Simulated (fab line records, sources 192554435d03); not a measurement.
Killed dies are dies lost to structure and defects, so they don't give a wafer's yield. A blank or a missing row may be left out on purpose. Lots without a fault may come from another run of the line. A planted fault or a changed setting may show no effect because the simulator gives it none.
Which tool did it? | flow n5_finfet | 12 lots, 36 wafers sampled, at 1 step of a route of 1938

WHAT THE GAUGES READ, wafer by wafer
N5_BEOL_M6_CD_MEAS_11: target cd 38.5 nm.
lot  | measured     | on        | cd_nm (nm)
L074 | day 9 10:31  | cd_sem-03 | 38.3 38.7 38.9
L077 | day 10 00:45 | cd_sem-02 | 38.6 38.4 38.3
L081 | day 10 15:29 | cd_sem-01 | 39.3 38.2 38.5
L080 | day 11 10:16 | cd_sem-02 | 39.1 39.0 38.9
L084 | day 11 12:48 | cd_sem-02 | 38.9 38.0 38.3
L085 | day 11 23:38 | cd_sem-02 | 39.0 39.0 38.4
L087 | day 12 16:41 | cd_sem-02 | 39.2 39.3 38.8
L088 | day 12 23:54 | cd_sem-01 | 38.5 38.5 38.3
L091 | day 13 08:05 | cd_sem-03 | 38.4 38.6 38.7
L093 | day 13 13:07 | cd_sem-03 | 37.8 38.8 38.1
L095 | day 14 14:14 | cd_sem-02 | 38.4 39.4 39.2
L096 | day 14 22:32 | cd_sem-02 | 39.2 39.7 38.9

WHICH TOOL RAN EACH LOT (tool, then ch and the chambers of the sampled wafers, then the start)
The record holds no process step before these readings.

THE ANSWER, worked out from the rows above alone
Rule: what is usual is taken from the lots themselves. Put in order of their means at a reading, lots are off if they are a third of the lots or fewer, leave a main group of 4 or more, and stand apart from it by a gap of 3 or more times the standard deviation of the main group's means; of several such gaps the widest counts. A main group whose means are all the same, to the digits that the tables above print for the reading, isn't used. A lot without any number at a reading at which 4 lots or more have one is off too. The other lots that the step has rows for count as sound.
No lot is off at any reading shown: from this, nothing can be told.

WHAT THE SIMULATOR HAD PUT IN
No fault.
